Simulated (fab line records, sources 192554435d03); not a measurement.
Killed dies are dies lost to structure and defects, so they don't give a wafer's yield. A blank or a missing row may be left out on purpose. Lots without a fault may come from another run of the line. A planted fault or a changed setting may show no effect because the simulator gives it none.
Split-lot experiment | flow n5_finfet | 7 lots, 39 wafers read, on a route of 1938 steps

THE SPLIT
At N5_BEOL_M6_ETCH_62 (etches SOC in N2/H2, target depth 110 nm, overetch 22 nm, time 165 s), the setting time_s was moved away from the recipe's 165 s on 12 of the 39 wafers read, by -50.4% to +30.7%. The other wafers ran this setting at the recipe's value.

The reading is taken at the split's own step.

THE READING
SiARC_of_BEOL_M6_COAT_60.thk_nm (the simulator's own value, which no gauge read), in nm, at N5_BEOL_M6_ETCH_62 (etches SOC in N2/H2, target depth 110 nm, overetch 22 nm, time 165 s). The file gives no usual value for it. The 27 wafers here that ran the recipe average 28.2 nm, standard deviation 0.15 nm.

wafer  | tool, chamber at the split | time_s as run, s | against the recipe | SiARC_of_BEOL_M6_COAT_60.thk_nm, nm | against lot-mates on the recipe
L074.1 | rie_diel-02, 0             | 165              | recipe             | 28.2                                | -
L074.2 | rie_diel-02, 1,3           | 165              | recipe             | 28.4                                | -
L074.6 | rie_diel-02, 1,3           | 165              | recipe             | 28.4                                | -
L074.3 | rie_diel-02, 2             | 215.7            | +30.7%             | 26                                  | -2.3
L074.4 | rie_diel-02, 3             | 215.7            | +30.7%             | 26.4                                | -1.9
L074.5 | rie_diel-02, 2             | 215.7            | +30.7%             | 26.2                                | -2.1
L077.1 | rie_diel-01, 2             | 165              | recipe             | 28.2                                | -
L077.2 | rie_diel-01, 3             | 165              | recipe             | 28.2                                | -
L077.3 | rie_diel-01, 1             | 165              | recipe             | 28.2                                | -
L078.1 | rie_diel-01, 3             | 81.9             | -50.4%             | 31.8                                | +3.4
L078.2 | rie_diel-01, 1             | 165              | recipe             | 28.4                                | -
L078.3 | rie_diel-01, 0             | 81.9             | -50.4%             | 31.6                                | +3.2
L078.4 | rie_diel-01, 2             | 81.9             | -50.4%             | 31.8                                | +3.4
L078.5 | rie_diel-01, 2,1           | 165              | recipe             | 28.4                                | -
L078.6 | rie_diel-01, 2,1           | 165              | recipe             | 28.4                                | -
L084.1 | rie_diel-01, 3             | 165              | recipe             | 28.2                                | -
L084.2 | rie_diel-01, 2             | 165              | recipe             | 28.4                                | -
L084.3 | rie_diel-01, 1             | 98.47            | -40.3%             | 31                                  | +2.7
L084.4 | rie_diel-01, 1             | 98.47            | -40.3%             | 31                                  | +2.7
L084.5 | rie_diel-01, 2             | 165              | recipe             | 28.2                                | -
L084.6 | rie_diel-01, 3             | 98.47            | -40.3%             | 31                                  | +2.7
L086.1 | rie_diel-04, 3             | 196              | +18.8%             | 26.8                                | -1.5
L086.2 | rie_diel-04, 1             | 196              | +18.8%             | 27.2                                | -1.1
L086.3 | rie_diel-04, 2             | 165              | recipe             | 28.4                                | -
L086.4 | rie_diel-04, 3             | 196              | +18.8%             | 26.8                                | -1.5
L086.5 | rie_diel-04, 2             | 165              | recipe             | 28.4                                | -
L086.6 | rie_diel-04, 1             | 165              | recipe             | 28.2                                | -
L094.1 | rie_diel-02, 1             | 165              | recipe             | 28.2                                | -
L094.2 | rie_diel-02, 0             | 165              | recipe             | 27.8                                | -
L094.3 | rie_diel-02, 3             | 165              | recipe             | 28.2                                | -
L094.4 | rie_diel-02, 2             | 165              | recipe             | 28                                  | -
L094.5 | rie_diel-02, 1             | 165              | recipe             | 28.4                                | -
L094.6 | rie_diel-02, 2             | 165              | recipe             | 28.2                                | -
L095.1 | rie_diel-01, 1             | 165              | recipe             | 28.2                                | -
L095.2 | rie_diel-01, 0             | 165              | recipe             | 28                                  | -
L095.3 | rie_diel-01, 3             | 165              | recipe             | 28.2                                | -
L095.4 | rie_diel-01, 2             | 165              | recipe             | 28.2                                | -
L095.5 | rie_diel-01, 1             | 165              | recipe             | 28.2                                | -
L095.6 | rie_diel-01, 0             | 165              | recipe             | 28                                  | -
Where a row lists several chambers, the file gives one row for several wafers and doesn't say which wafer went through which chamber.

THE FIT
A straight line over all 39 wafers: SiARC_of_BEOL_M6_COAT_60.thk_nm changes by -0.0686 nm for each +1% of time_s; r = -0.99; the points scatter about the line by 0.15 nm.
The same after taking each lot's own level away (the mean of its wafers on the recipe; 39 wafers): -0.0679 nm for each +1%; r = -1.00; scatter 0.13 nm.
On that fit, the largest move of time_s shifts the reading by 3.4 nm.
The lots' own levels span 28.13 to 28.40 nm, that is 1.8 times the standard deviation above.
So the lot-to-lot level changes the slope little: the two slopes agree.
Check: with one of the wafers moved furthest among these (-50.4%) left out of the fit, the line predicts +3.4 nm for it against its lot-mates. It came out at +3.4 nm against them.

OTHER SPLITS ON THESE WAFERS
These wafers also went through other splits before the reading. Each is held against what the fit with the lots' levels taken away leaves over:
other split on the same wafers | wafers away from the commonest value | r with SiARC_of_BEOL_M6_COAT_60.thk_nm (lot level and that fit taken away)
N5_ZERO_LAYER_PECVD_02 time_s  | 18                                   | +0.04
N5_FIN_SAQP_ETCH_65 time_s     | 15                                   | +0.19
N5_SD_EPI_N_EPI_21 time_s      | 9                                    | -0.21
N5_BEOL_M4_ALD_98 ald_cycles   | 15                                   | +0.05

THE WHOLE CHAIN: every reading that the file lists as answering this split, in the file's order
step               | what it does                                                         | reading                                                                          | change (the file's fit)                                                              | r (the file's)
N5_BEOL_M6_ETCH_62 | etches SOC in N2/H2, target depth 110 nm, overetch 22 nm, time 165 s | etch.depth_nm (the simulator's own value, which no gauge read)                   | not straight: 66.26 at the lowest setting, 99.97 at the recipe, 100.3 at the highest | not given
N5_BEOL_M6_ETCH_62 | etches SOC in N2/H2, target depth 110 nm, overetch 22 nm, time 165 s | SiARC_of_BEOL_M6_COAT_60.thk_nm (the simulator's own value, which no gauge read) | -0.0678 nm for each +1% of the setting                                               | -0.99

THE FILE'S OWN FIT
SiARC_of_BEOL_M6_COAT_60.thk_nm changes by -0.0678 nm for each +1% of time_s, r = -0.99.
